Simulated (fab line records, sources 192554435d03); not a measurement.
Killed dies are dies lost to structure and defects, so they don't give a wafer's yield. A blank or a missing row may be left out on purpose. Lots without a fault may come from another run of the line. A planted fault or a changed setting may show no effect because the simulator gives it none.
Problem report in the 8D (eight disciplines) form, filled by code | flow n5_finfet | the parts of the form that need people (team, actions taken, sign-off) are left out

1. THE PROBLEM
M7_THK at N5_BEOL_M7_THK_MEAS_53 reads a mean of 193.3 nm on 2 wafers of 2 lots; wafers without a fault read 78.8 nm with a standard deviation of 2.6. That is +44 standard deviations from the usual mean.
The step: measures by xrf.
First seen on wafer L624.6, day 13 11:47, on film_metro-02. The record holds 26 wafers of 9 lots with a number at this step. Rule for "out", or "out of limits": more than 4 standard deviations from the usual mean. The other wafers with a number count as sound.

2. WHAT IT IS AND WHAT IT IS NOT
question                    | is                | is not
which readings at this step | M7_THK            | -
which lots                  | L624, L626        | L617, L618, L621, L622, L623, L634, L637
which wafers of those lots  | L624.6, L626.4    | L624.1, L624.4, L626.2, L626.6
read on which gauges        | film_metro-02     | film_metro-01
when                        | from day 13 11:47 | up to then (16 sound wafers); but 8 sound wafers of L626, L634, L637 came after

3. SUSPECTS, AND WHAT RULES EACH OUT
Counting: a tool at a process step up to the reading stays a suspect if it ran every lot that is out. Sound lots after the first of them don't rule it out here, since some wafers of a struck lot are sound.
- the gauge at N5_BEOL_M7_THK_MEAS_53: ruled out. All the wafers that are out were read on film_metro-02, but those of them that N5_BEOL_M7_CMP_52 has rows for are out there too, on other tools.
- uv_cure-02 at N5_BEOL_M7_CURE_75 (cures SiCOH lowk, time 120 s): kept. It ran every lot that is out, first L624 (day 13 08:09); its last sound lot up to then is L617 (day 11 18:23).
- cmp-02 at N5_BEOL_M7_CMP_52 (polishes, stops on SiCOH lowk, t overpolish 6.9 s, target thk 80 nm): kept. It ran every lot that is out, first L624 (day 13 11:32); its last sound lot up to then is L622 (day 12 16:19). Its own readings are out on those wafers: barrier_field_endpoint_s, overpolish_run_s, time_to_endpoint_s.
- Within cmp-02 at N5_BEOL_M7_CMP_52: the wafers that are out ran in chamber 1; their sound lot-mates ran in chambers 0, 2.
Left after counting: uv_cure-02 at N5_BEOL_M7_CURE_75, cmp-02 at N5_BEOL_M7_CMP_52.

4. THE CAUSE (what the simulator had put in)
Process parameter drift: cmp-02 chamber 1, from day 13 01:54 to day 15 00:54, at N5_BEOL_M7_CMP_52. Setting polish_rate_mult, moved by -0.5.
Counting left 2 suspects, and this tool is among them.

5. THE CHAIN OF EFFECTS, in route order
Each row: a reading whose mean over the struck wafers that have a number lies more than 3 standard deviations from the usual. Only readings for which the record gives a usual standard deviation are gone through. hours: the time from each lot's start at the first step in this table that gives one to its start at this step, as a median over the lots. sigmas: the change in usual standard deviations.
hours | step                    | reading                  | usual   | on struck wafers | change | sigmas
0     | N5_BEOL_M7_CMP_52       | barrier_field_endpoint_s | 29.0 s  | 46.8             | +17.8  | +21
0     | N5_BEOL_M7_CMP_52       | overpolish_run_s         | 6.899 s | 0.045            | -6.854 | -99 or more
0     | N5_BEOL_M7_CMP_52       | time_to_endpoint_s       | 63 s    | 81               | +18    | +4.9
0     | N5_BEOL_M7_THK_MEAS_53  | M7_THK                   | 78.8 nm | 193.3            | +114.5 | +44
0     | N5_BEOL_M7_INSPECT_58   | raw_defect_count         | 70      | 1198             | +1128  | +49
81    | N5_PASSIVATION_PROBE_49 | defect_limited_yield     | 91.2 %  | 0.0              | -91.2  | -61
81    | N5_PASSIVATION_PROBE_49 | killed_at_M4_up          | 14      | 1090             | +1076  | +99 or more
81    | N5_PASSIVATION_PROBE_49 | killed_dies              | 104     | 1180             | +1076  | +60
81    | N5_PASSIVATION_PROBE_49 | killed_on_rim            | 14      | 152              | +138   | +34
81    | N5_PASSIVATION_PROBE_49 | sort_n_pass              | 1076    | 0                | -1076  | -60
81    | N5_PASSIVATION_PROBE_49 | sort_yield_pct           | 91.2 %  | 0.0              | -91.2  | -61
The process steps in it:
- N5_BEOL_M7_CMP_52: polishes, stops on SiCOH lowk, t overpolish 6.9 s, target thk 80 nm.
- N5_PASSIVATION_PROBE_49

6. WHAT WOULD HAVE CAUGHT IT SOONER
In this record the first reading out of limits at a measuring or inspecting step was taken at day 13 11:47, 10 hours after the fault began at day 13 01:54.
The tool's own readings at N5_BEOL_M7_CMP_52 were out on every struck wafer that the step has a row for (barrier_field_endpoint_s, overpolish_run_s, time_to_endpoint_s): an alarm limit on them would have fired on the first of those.
Of the lots that are out (2), L626 began N5_BEOL_M7_CMP_52 on cmp-02 after day 13 11:47. A hold on the tool at that time would have spared it.
